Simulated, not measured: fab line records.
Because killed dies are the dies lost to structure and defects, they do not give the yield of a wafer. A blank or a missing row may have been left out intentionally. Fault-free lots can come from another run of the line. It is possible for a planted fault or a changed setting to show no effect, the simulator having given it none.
Chamber matching / flow nand-harc / 3 sister chambers for NHARC_A_STAIRCASE_ETCH_292 on rie-diel-08
The step etches the open film in CF4/CHF3. 3 wafers are shown with their chamber, then 6 later ones without.

WAFERS WITH THEIR CHAMBER
wafer=L086.6; chamber=3; showerhead-plenum-p-Torr (Torr)=1.53
wafer=L094.1; chamber=2; showerhead-plenum-p-Torr (Torr)=1.50
wafer=L094.3; chamber=1; showerhead-plenum-p-Torr (Torr)=1.68

WAFERS WHOSE CHAMBER IS MISSING
wafer=L094.4; showerhead-plenum-p-Torr (Torr)=1.53
wafer=L095.1; showerhead-plenum-p-Torr (Torr)=1.50
wafer=L095.2; showerhead-plenum-p-Torr (Torr)=1.52
wafer=L097.1; showerhead-plenum-p-Torr (Torr)=1.68
wafer=L097.2; showerhead-plenum-p-Torr (Torr)=1.50
wafer=L097.5; showerhead-plenum-p-Torr (Torr)=1.52

WHICH CHAMBER EACH WENT THROUGH
wafer=L094.4; from the rows above=3; in truth=3
wafer=L095.1; from the rows above=2; in truth=2
wafer=L095.2; from the rows above=can't be placed: 3 or 2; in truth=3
wafer=L097.1; from the rows above=1; in truth=1
wafer=L097.2; from the rows above=2; in truth=2
wafer=L097.5; from the rows above=can't be placed: 3 or 2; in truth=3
Correct placement for 4 of the 6. Can't be placed from these rows: 2 (the true chamber is among the candidates in 2). Wrongly placed: 0.
How it was worked out, from the rows above alone: a wafer's distance from a chamber is the root of the sum, over the readings, of the square of ((its reading less the chamber's mean) divided by the reading's scatter). The wafer belongs to the nearest chamber; if the next one is less than 2 further off, it can't be placed. The mean given for a chamber averages the wafers shown for that chamber. The scatter (one wafer shown for each chamber): square how far every hidden wafer sits from the nearest shown wafer, average those squares and take the square root.
